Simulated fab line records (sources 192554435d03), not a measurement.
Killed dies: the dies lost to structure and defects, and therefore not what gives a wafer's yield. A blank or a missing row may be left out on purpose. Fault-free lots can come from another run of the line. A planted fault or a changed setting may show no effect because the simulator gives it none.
fab line records ; flow n5_finfet
record: lots: 7; wafers: 39
route steps=1938 shown BEOL_M1@838 BEOL_M5@1160 BEOL_M6@1197
start_h: start of the lot's first displayed wafer, in hours after the record's first day ; wait_h: hours elapsed since this lot's preceding step ; " repeats the value in the row above ; L1.1+2: one row covering several wafers at once ; - value missing, or start not given ; * or withheld: withheld ; < > ~ a bound
route shown NAME@n: NAME is a module with steps in the file, n the number in the route of the first one ; usual: mean/standard deviation taken from wafers without a fault ; same: alike in all rows ; chamber/n: place in a boat ; sites: each site's reading ; _std_site: standard deviation across them ; _edge_site: inner sites' mean taken away from outer sites' mean ; radius_mm: how far each site lies from the wafer's centre ; mask NAME#n: copy n ; behind: the most recent tool/chamber to have shaped the wafer ; hold: cause of the lot's hold/its duration in hours/its outcome ; device: the transistor (n, p or np) that didn't switch ; end of line: at the end of the route, the tests of the same wafers ; step lacking rows: just its recipe ; killed: at the first sort, the dies lost to defects and structure; wafer yield is something else ; map: a wafer's dies, marking killed ones x, the rest . and places with no die _
set.NAME: the setting that was run; set.NAME@STEP: the one run at that earlier step ; model.NAME: the simulator's own value behind a step, which no gauge read
one table per step and one row per wafer, for lots whose settings were changed on purpose
== steps ==
step: N5_BEOL_M1_DEP_57
recipe: material: SiCN; target_thk_a: 80; temp_c: withheld; precursor: 3MS/NH3; pressure_torr: 3; rf_w: 202; time_s: 14
lot.wafer;tool;chamber;start_h;wait_h;set.target_thk_a;model.SiCN_of_BEOL_M1_DEP_57.thk_nm
L075.1+4+5;pecvd-01;1,1,0;138.87;0.0;48.68;5
L075.2+6;pecvd-01;0,2;138.87;0.0;80;8
L075.3;pecvd-01;2;138.87;0.0;80;7.8
L080.1;pecvd-02;0;164.76;0.0;80;8
L080.2;pecvd-02;1;164.76;0.0;121.1;12.2
L080.3;pecvd-02;2;164.76;0.0;121.1;12
L080.4+6;pecvd-02;0,1;164.76;0.0;80;8.2
L080.5;pecvd-02;2;164.76;0.0;121.1;12.4
L083.1+4;pecvd-03;0;185.63;0.0;67.68;6.6
L083.2+6;pecvd-03;2,1;185.63;0.0;80;7.8
L083.3;pecvd-03;1;185.63;0.0;67.68;6.4
L083.5;pecvd-03;2;185.63;0.0;80;8
L084.3;pecvd-02;0;194.08;0.0;80;8.2
L084.5;pecvd-02;1;194.08;0.0;80;8.6
L084.6;pecvd-02;0;194.08;0.0;80;8.4
L093.1+2;pecvd-02;1,0;247.93;0.0;80;8
L093.3;pecvd-02;2;247.93;0.0;80;7.8
L093.4+5+6;pecvd-02;0,1,2;247.93;0.0;59.82;6.2
L095.1+3+4;pecvd-03;2,0,0;260.73;0.0;80;7.8
L095.2;pecvd-03;1;260.73;0.0;119.7;11.6
L095.5;pecvd-03;2;260.73;0.0;119.7;12
L095.6;pecvd-03;1;260.73;0.0;119.7;11.8
L096.1;pecvd-01;2;269.96;0.0;46.69;4.6
L096.2+3;pecvd-01;0,1;269.96;0.0;80;8.2
L096.4+5;pecvd-01;2,1;269.96;0.0;46.69;4.8
L096.6;pecvd-01;0;269.96;0.0;80;8.4
step: N5_BEOL_M5_TRENCH_ETCH_37
recipe: chemistry: C4F6/O2; target_depth_a: 716.52; target: SiCOH_lowk; time_s: 24.7; ion_energy_ev: 250; pressure_mtorr: 30; source_w: 345; bias_w: 185; Ar_flow_sccm: 300; C4F6_flow_sccm: 10; O2_flow_sccm: 10
lot.wafer;tool;chamber;start_h;wait_h;set.time_s;model.BEOL_M5.feature_depth_nm;model.etch.depth_nm;model.TiN_of_BEOL_M5_HM_DEP_02.thk_nm
L075.1;rie_diel-05;3;-;-;13.91;39.4;39.32;19.2
L075.2;rie_diel-05;1;-;-;13.91;39.2;39.27;19
L075.3;rie_diel-05;0;-;-;24.7;70.8;70.84;17.8
L075.4;rie_diel-05;2;-;-;24.7;70.8;70.79;18
L075.5;rie_diel-05;3;-;-;13.91;39;39.06;19
L075.6;rie_diel-05;2;-;-;24.7;70.8;70.8;17.8
L080.1;rie_diel-01;3;-;-;24.7;70.8;70.87;18
L080.2;rie_diel-01;2;-;-;24.7;71.2;71.21;18.2
L080.3;rie_diel-01;0;-;-;24.7;72;72.09;17.8
L080.4;rie_diel-01;1;-;-;24.7;74.2;74.22;18
L080.5;rie_diel-01;0;-;-;24.7;71.8;71.73;18
L080.6;rie_diel-01;3;-;-;24.7;70.8;70.85;18
L083.1;rie_diel-01;0;-;-;24.7;72.2;72.25;18
L083.2;rie_diel-01;2;-;-;24.7;71.4;71.34;18
L083.3;rie_diel-01;1;-;-;29.69;89.4;89.38;17.6
L083.4;rie_diel-01;3;-;-;29.69;86;85.99;18
L083.5;rie_diel-01;0;-;-;29.69;87.6;87.65;17.6
L083.6;rie_diel-01;3;-;-;24.7;71.4;71.32;18.2
L084.3;rie_diel-05;3;-;-;24.7;70.4;70.45;18
L084.5;rie_diel-05;1;-;-;24.7;69.8;69.86;17.6
L084.6;rie_diel-05;0;-;-;24.7;71.4;71.32;17.6
L093.1;rie_diel-05;2;-;-;24.7;73.2;73.2;17.6
L093.2;rie_diel-05;0;-;-;24.7;71;70.92;17.6
L093.3;rie_diel-05;3;-;-;24.7;70.6;70.69;17.6
L093.4;rie_diel-05;0;-;-;24.7;71;70.94;17.4
L093.5;rie_diel-05;3;-;-;24.7;71.2;71.24;17.4
L093.6;rie_diel-05;2;-;-;24.7;73.8;73.8;17.6
L095.1;rie_diel-01;2;-;-;24.7;70.6;70.52;18.2
L095.2;rie_diel-01;3;-;-;18.49;52.6;52.51;19
L095.3;rie_diel-01;1;-;-;18.49;54.8;54.88;18.6
L095.4;rie_diel-01;0;-;-;18.49;53.4;53.36;18.8
L095.5;rie_diel-01;0;-;-;24.7;71;71.05;18.4
L095.6;rie_diel-01;3;-;-;24.7;69.8;69.73;18.6
L096.1;rie_diel-01;0;-;-;24.7;71.6;71.7;17.8
L096.2;rie_diel-01;2;-;-;24.7;70.8;70.77;17.8
L096.3;rie_diel-01;3;-;-;24.7;70.2;70.19;17.8
L096.4;rie_diel-01;1;-;-;24.7;73.2;73.18;17.8
L096.5;rie_diel-01;0;-;-;24.7;72;72;17.6
L096.6;rie_diel-01;1;-;-;24.7;73;73.01;17.8
step: N5_BEOL_M5_ETCH_41
recipe: chemistry: CH3F/O2; target: SiCN; target_depth_a: 315; taper_deg: 2; time_s: 56.7; ion_energy_ev: 120; mask_material: TiN; pressure_mtorr: 30; source_w: 395; bias_w: 75; Ar_flow_sccm: 150; CH3F_flow_sccm: 30; O2_flow_sccm: 20
step: N5_BEOL_M5_STRIP_91
recipe: chemistry: N2/H2; time_s: 10; power_w: 450; temp_c: 40; pressure_mtorr: 20; rf_frequency_hz: 6e+07; bias_power_w: 7; n2_flow_sccm: 200; h2_flow_sccm: 200
step: N5_BEOL_M5_OCD_MEAS_38
usual: trench_depth_nm: 71.2/1.3
lot.wafer;tool;chamber;start_h;wait_h;set.time_s@BEOL_M5_TRENCH_ETCH_37;trench_depth_nm
L075.1;ocd-02;-;174.66;-;13.91;39.2
L075.2;ocd-02;-;174.66;-;13.91;39.5
L075.3;ocd-02;-;174.66;-;24.7;71.1
L075.4;ocd-02;-;174.66;-;24.7;71.0
L075.5;ocd-02;-;174.66;-;13.91;39.2
L075.6;ocd-02;-;174.66;-;24.7;70.7
L080.1;ocd-01;-;209.11;-;24.7;71.0
L080.2;ocd-01;-;209.11;-;24.7;71.2
L080.3;ocd-01;-;209.11;-;24.7;72.0
L080.4;ocd-01;-;209.11;-;24.7;74.2
L080.5;ocd-01;-;209.11;-;24.7;71.5
L080.6;ocd-01;-;209.11;-;24.7;71.5
L083.1;ocd-01;-;221.04;-;24.7;72.1
L083.2;ocd-01;-;221.04;-;24.7;71.2
L083.3;ocd-01;-;221.04;-;29.69;89.6
L083.4;ocd-01;-;221.04;-;29.69;86.0
L083.5;ocd-01;-;221.04;-;29.69;87.9
L083.6;ocd-01;-;221.04;-;24.7;71.4
L084.3;ocd-01;-;244.01;-;24.7;70.5
L084.5;ocd-01;-;244.01;-;24.7;69.5
L084.6;ocd-01;-;244.01;-;24.7;71.8
L093.1;ocd-01;-;292.35;-;24.7;73.6
L093.2;ocd-01;-;292.35;-;24.7;70.9
L093.3;ocd-01;-;292.35;-;24.7;70.1
L093.4;ocd-01;-;292.35;-;24.7;71.5
L093.5;ocd-01;-;292.35;-;24.7;71.6
L093.6;ocd-01;-;292.35;-;24.7;74.0
L095.1;ocd-02;-;313.50;-;24.7;70.6
L095.2;ocd-02;-;313.50;-;18.49;52.3
L095.3;ocd-02;-;313.50;-;18.49;55.1
L095.4;ocd-02;-;313.50;-;18.49;53.5
L095.5;ocd-02;-;313.50;-;24.7;71.5
L095.6;ocd-02;-;313.50;-;24.7;69.8
L096.1;ocd-02;-;320.09;-;24.7;71.7
L096.2;ocd-02;-;320.09;-;24.7;70.5
L096.3;ocd-02;-;320.09;-;24.7;70.2
L096.4;ocd-02;-;320.09;-;24.7;73.4
L096.5;ocd-02;-;320.09;-;24.7;71.6
L096.6;ocd-02;-;320.09;-;24.7;73.1
step: N5_BEOL_M5_HM_STRIP_39
recipe: chemistry: peroxide_tin_strip; material: TiN; target_depth_a: 250; temp_c: 50; time_s: 158
step: N5_BEOL_M5_SRD_40
recipe: time_s: 30; temp_c: 23; rinse_liquid: diw; dry: ipa_marangoni
step: N5_BEOL_M5_ECD_50
recipe: material: Cu; target_thk_a: 3000
step: N5_BEOL_M5_ANNEAL_51
recipe: temp_c: 225; time_s: 90; ambient: N2
step: N5_BEOL_M5_CMP_52
recipe: stop_on: SiCOH_lowk; t_overpolish_s: 6.9; down_force_psi: 1; platen_rpm: 50; clearing_platen_down_force_psi: 1.5; clearing_platen_rpm: 50; post_cmp_clean: cu_alkaline; target_thk_nm: 62; clearing_platen_pad_velocity_m_s: 0.99484; pad_velocity_m_s: 0.99484
lot.wafer;tool;chamber;start_h;wait_h;set.time_s@BEOL_M5_TRENCH_ETCH_37;model.Cu_of_BEOL_M5_ECD_50.thk_nm
L075.4;cmp-03;0;182.07;0.1;24.7;60.8
L075.2;cmp-03;1;182.07;0.1;13.91;29.8
L075.1;cmp-03;2;182.07;0.1;13.91;31.4
L075.3;cmp-03;3;182.07;0.1;24.7;62.2
L075.5;cmp-03;0;182.07;0.1;13.91;29.2
L075.6;cmp-03;1;182.07;0.1;24.7;62.4
L080.2;cmp-02;1;215.95;0.2;24.7;62.6
L080.4;cmp-02;2;215.95;0.2;24.7;66
L080.1;cmp-02;3;215.95;0.2;24.7;60.4
L080.3;cmp-02;0;215.95;0.2;24.7;64.2
L080.6;cmp-02;1;215.95;0.2;24.7;62.4
L080.5;cmp-02;2;215.95;0.2;24.7;64
L083.1;cmp-03;2;228.28;0.3;24.7;62.6
L083.2;cmp-03;3;228.28;0.3;24.7;61.8
L083.3;cmp-03;0;228.28;0.3;29.69;80.2
L083.4;cmp-03;1;228.28;0.3;29.69;76.8
L083.5;cmp-03;2;228.28;0.3;29.69;79.2
L083.6;cmp-03;3;228.28;0.3;24.7;62.8
L084.3;cmp-04;2;250.54;0.3;24.7;61.4
L084.6;cmp-04;0;250.54;0.3;24.7;64.4
L084.5;cmp-04;1;250.54;0.3;24.7;59.4
L093.3;cmp-04;3;301.06;0.4;24.7;62.2
L093.1;cmp-04;0;301.06;0.4;24.7;66.6
L093.4;cmp-04;1;301.06;0.4;24.7;62.8
L093.2;cmp-04;2;301.06;0.4;24.7;61.6
L093.6;cmp-04;3;301.06;0.4;24.7;64.6
L093.5;cmp-04;0;301.06;0.4;24.7;65.2
L095.3;cmp-03;0;319.49;0.2;18.49;46.2
L095.1;cmp-03;1;319.49;0.2;24.7;62
L095.2;cmp-03;2;319.49;0.2;18.49;43.4
L095.4;cmp-03;3;319.49;0.2;18.49;45.4
L095.5;cmp-03;0;319.49;0.2;24.7;61.6
L095.6;cmp-03;1;319.49;0.2;24.7;61.4
L096.2;cmp-03;2;327.47;0.2;24.7;61.8
L096.4+6;cmp-03;3;327.47;0.2;24.7;63
L096.3;cmp-03;0;327.47;0.2;24.7;59.4
L096.1;cmp-03;1;327.47;0.2;24.7;61.4
L096.5;cmp-03;2;327.47;0.2;24.7;62.2
step: N5_BEOL_M5_THK_MEAS_53
recipe: thk_meas_gauge: xrf; reads: Cu_of_BEOL_M5_ECD_50
usual: M5_THK: 61.2/1.8
lot.wafer;tool;chamber;start_h;wait_h;set.time_s@BEOL_M5_TRENCH_ETCH_37;M5_THK[nm]
L075.1;film_metro-02;-;182.36;-;13.91;30.7
L075.2;film_metro-02;-;182.36;-;13.91;29.4
L075.3;film_metro-02;-;182.36;-;24.7;61.0
L075.4;film_metro-02;-;182.36;-;24.7;59.7
L075.5;film_metro-02;-;182.36;-;13.91;28.5
L075.6;film_metro-02;-;182.36;-;24.7;61.3
L080.1;film_metro-02;-;216.24;-;24.7;59.5
L080.2;film_metro-02;-;216.24;-;24.7;61.4
L080.3;film_metro-02;-;216.24;-;24.7;63.2
L080.4;film_metro-02;-;216.24;-;24.7;64.9
L080.5;film_metro-02;-;216.24;-;24.7;62.9
L080.6;film_metro-02;-;216.24;-;24.7;61.2
L083.1;film_metro-02;-;228.57;-;24.7;61.7
L083.2;film_metro-02;-;228.57;-;24.7;60.7
L083.3;film_metro-02;-;228.57;-;29.69;78.6
L083.4;film_metro-02;-;228.57;-;29.69;75.4
L083.5;film_metro-02;-;228.57;-;29.69;77.9
L083.6;film_metro-02;-;228.57;-;24.7;61.8
L084.3;film_metro-01;-;250.76;-;24.7;60.2
L084.5;film_metro-01;-;250.76;-;24.7;58.0
L084.6;film_metro-01;-;250.76;-;24.7;63.3
L093.1;film_metro-01;-;301.36;-;24.7;65.6
L093.2;film_metro-01;-;301.36;-;24.7;61.0
L093.3;film_metro-01;-;301.36;-;24.7;61.5
L093.4;film_metro-01;-;301.36;-;24.7;61.8
L093.5;film_metro-01;-;301.36;-;24.7;64.1
L093.6;film_metro-01;-;301.36;-;24.7;63.8
L095.1;film_metro-02;-;319.78;-;24.7;61.5
L095.2;film_metro-02;-;319.78;-;18.49;43.0
L095.3;film_metro-02;-;319.78;-;18.49;45.9
L095.4;film_metro-02;-;319.78;-;18.49;45.1
L095.5;film_metro-02;-;319.78;-;24.7;61.5
L095.6;film_metro-02;-;319.78;-;24.7;61.0
L096.1;film_metro-02;-;327.76;-;24.7;61.0
L096.2;film_metro-02;-;327.76;-;24.7;61.5
L096.3;film_metro-02;-;327.76;-;24.7;58.9
L096.4;film_metro-02;-;327.76;-;24.7;62.6
L096.5;film_metro-02;-;327.76;-;24.7;61.4
L096.6;film_metro-02;-;327.76;-;24.7;62.1
step: N5_BEOL_M5_PRE_CLEAN_77
recipe: gas: NH3/H2; time_s: 15; temp_c: *; rf_power_w: 300
step: N5_BEOL_M5_CO_CAP_78
recipe: material: Co; target_thk_a: 20; temp_c: 200; precursor: CCTBA/H2; pressure_torr: 30; time_s: 102.1
step: N5_BEOL_M5_PRE_CLEAN_55
recipe: gas: NH3; time_s: 15; temp_c: withheld; rf_power_w: 300
step: N5_BEOL_M5_DEP_56
recipe: material: SiCN; target_thk_a: 80; temp_c: withheld; precursor: 3MS/NH3; pressure_torr: 3; rf_w: 202; time_s: 14
step: N5_BEOL_M5_RS_MEAS_57
recipe: thk_meas_gauge: four-point-probe; reads: Co_of_BEOL_M5_CO_CAP_78+Cu_of_BEOL_M5_ECD_50+Co_of_BEOL_M5_CVD_47+TaN_of_BEOL_M5_ALD_86
usual: M5_RS: 0.388/0.013
lot.wafer;tool;chamber;start_h;wait_h;set.time_s@BEOL_M5_TRENCH_ETCH_37;M5_RS[ohm/sq]
L075.1;film_metro-01;-;182.62;0.0;13.91;0.925
L075.2;film_metro-01;-;182.62;0.0;13.91;0.987
L075.3;film_metro-01;-;182.62;0.0;24.7;0.387
L075.4;film_metro-01;-;182.62;0.0;24.7;0.396
L075.5;film_metro-01;-;182.62;0.0;13.91;1.016
L075.6;film_metro-01;-;182.62;0.0;24.7;0.384
L080.1;film_metro-01;-;216.50;0.0;24.7;0.399
L080.2;film_metro-01;-;216.50;0.0;24.7;0.382
L080.3;film_metro-01;-;216.50;0.0;24.7;0.370
L080.4;film_metro-01;-;216.50;0.0;24.7;0.358
L080.5;film_metro-01;-;216.50;0.0;24.7;0.373
L080.6;film_metro-01;-;216.50;0.0;24.7;0.385
L083.1;film_metro-01;-;228.83;0.0;24.7;0.382
L083.2;film_metro-01;-;228.83;0.0;24.7;0.388
L083.3;film_metro-01;-;228.83;0.0;29.69;0.285
L083.4;film_metro-01;-;228.83;0.0;29.69;0.299
L083.5;film_metro-01;-;228.83;0.0;29.69;0.289
L083.6;film_metro-01;-;228.83;0.0;24.7;0.381
L084.3;film_metro-01;-;251.05;0.1;24.7;0.392
L084.5;film_metro-01;-;251.05;0.1;24.7;0.408
L084.6;film_metro-01;-;251.05;0.1;24.7;0.368
L093.1;film_metro-01;-;301.62;0.0;24.7;0.354
L093.2;film_metro-01;-;301.62;0.0;24.7;0.389
L093.3;film_metro-01;-;301.62;0.0;24.7;0.385
L093.4;film_metro-01;-;301.62;0.0;24.7;0.380
L093.5;film_metro-01;-;301.62;0.0;24.7;0.364
L093.6;film_metro-01;-;301.62;0.0;24.7;0.368
L095.1;film_metro-02;-;320.05;0.0;24.7;0.387
L095.2;film_metro-02;-;320.05;0.0;18.49;0.603
L095.3;film_metro-02;-;320.05;0.0;18.49;0.556
L095.4;film_metro-02;-;320.05;0.0;18.49;0.567
L095.5;film_metro-02;-;320.05;0.0;24.7;0.390
L095.6;film_metro-02;-;320.05;0.0;24.7;0.391
L096.1;film_metro-01;-;328.04;0.0;24.7;0.391
L096.2;film_metro-01;-;328.04;0.0;24.7;0.387
L096.3;film_metro-01;-;328.04;0.0;24.7;0.408
L096.4;film_metro-01;-;328.04;0.0;24.7;0.379
L096.5;film_metro-01;-;328.04;0.0;24.7;0.384
L096.6;film_metro-01;-;328.04;0.0;24.7;0.379
step: N5_BEOL_M6_PECVD_70
recipe: material: SiO2; target_thk_a: 200; temp_c: 400; precursor: TEOS/O2; pressure_torr: 5.5; rf_w: 450; teos_flow_sccm: 53.8; gas: O2; flow_sccm: 3000; time_s: 22.7
lot.wafer;tool;chamber;start_h;wait_h;set.time_s;model.SiO2_of_BEOL_M6_PECVD_70.thk_nm
L075.1;pecvd-02;2;183.32;0.0;22.7;19.4
L075.2+5;pecvd-02;1,2;183.32;0.0;22.7;19.8
L075.3+6;pecvd-02;1;183.32;0.0;22.7;20
L075.4;pecvd-02;2;183.32;0.0;22.7;19.6
L080.1;pecvd-04;0;217.18;0.0;22.7;20
L080.2+6;pecvd-04;1;217.18;0.0;22.7;19.8
L080.3+5;pecvd-04;1,0;217.18;0.0;22.7;20.2
L080.4;pecvd-04;0;217.18;0.0;22.7;20.4
L083.1;pecvd-04;0;229.51;0.0;31.86;27.6
L083.2;pecvd-04;1;229.51;0.0;31.86;27.2
L083.3;pecvd-04;0;229.51;0.0;31.86;28.2
L083.4;pecvd-04;1;229.51;0.0;22.7;20.4
L083.5+6;pecvd-04;1,0;229.51;0.0;22.7;20.2
L084.3+6;pecvd-02;1;251.72;0.0;22.7;20
L084.5;pecvd-02;2;251.72;0.0;22.7;20.4
L093.1;pecvd-03;1;302.30;0.0;11.64;10
L093.2;pecvd-03;0;302.30;0.0;22.7;19.6
L093.3;pecvd-03;2;302.30;0.0;22.7;20
L093.4;pecvd-03;1;302.30;0.0;11.64;10.4
L093.5;pecvd-03;0;302.30;0.0;11.64;10.2
L093.6;pecvd-03;2;302.30;0.0;22.7;20.2
L095.1+2+5+6;pecvd-02;2,0,1,0;320.73;0.0;22.7;19.8
L095.3;pecvd-02;1;320.73;0.0;22.7;19.6
L095.4;pecvd-02;2;320.73;0.0;22.7;20
L096.1+5;pecvd-02;0,2;328.74;0.0;12.45;11.4
L096.2;pecvd-02;1;328.74;0.0;12.45;11.6
L096.3;pecvd-02;2;328.74;0.0;22.7;20
L096.4;pecvd-02;1;328.74;0.0;22.7;20.4
L096.6;pecvd-02;0;328.74;0.0;22.7;20.2
== key ==
split: step: N5_BEOL_M1_DEP_57; setting: target_thk_a; stated: 80; by: wafer
response: step: N5_BEOL_M1_DEP_57; reading: model.SiCN_of_BEOL_M1_DEP_57.thk_nm; change: +0.0794; per: 1%; r: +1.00
split: step: N5_BEOL_M5_TRENCH_ETCH_37; setting: time_s; stated: 24.7; by: wafer
response: step: N5_BEOL_M5_TRENCH_ETCH_37; reading: model.BEOL_M5.feature_depth_nm; change: +0.722; per: 1%; r: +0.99
response: step: N5_BEOL_M5_TRENCH_ETCH_37; reading: model.etch.depth_nm; change: +0.722; per: 1%; r: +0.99
response: step: N5_BEOL_M5_TRENCH_ETCH_37; reading: model.TiN_of_BEOL_M5_HM_DEP_02.thk_nm; change: -0.0235; per: 1%; r: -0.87
response: step: N5_BEOL_M5_OCD_MEAS_38; reading: trench_depth_nm; change: +0.725; per: 1%; r: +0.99
response: step: N5_BEOL_M5_CMP_52; reading: model.Cu_of_BEOL_M5_ECD_50.thk_nm; change: +0.723; per: 1%; r: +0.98
response: step: N5_BEOL_M5_THK_MEAS_53; reading: M5_THK; change: +0.712; per: 1%; r: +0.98
response: step: N5_BEOL_M5_RS_MEAS_57; reading: M5_RS; change: -0.0109; per: 1%; r: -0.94
split: step: N5_BEOL_M6_PECVD_70; setting: time_s; stated: 22.7; by: wafer
response: step: N5_BEOL_M6_PECVD_70; reading: model.SiO2_of_BEOL_M6_PECVD_70.thk_nm; change: +0.193; per: 1%; r: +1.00
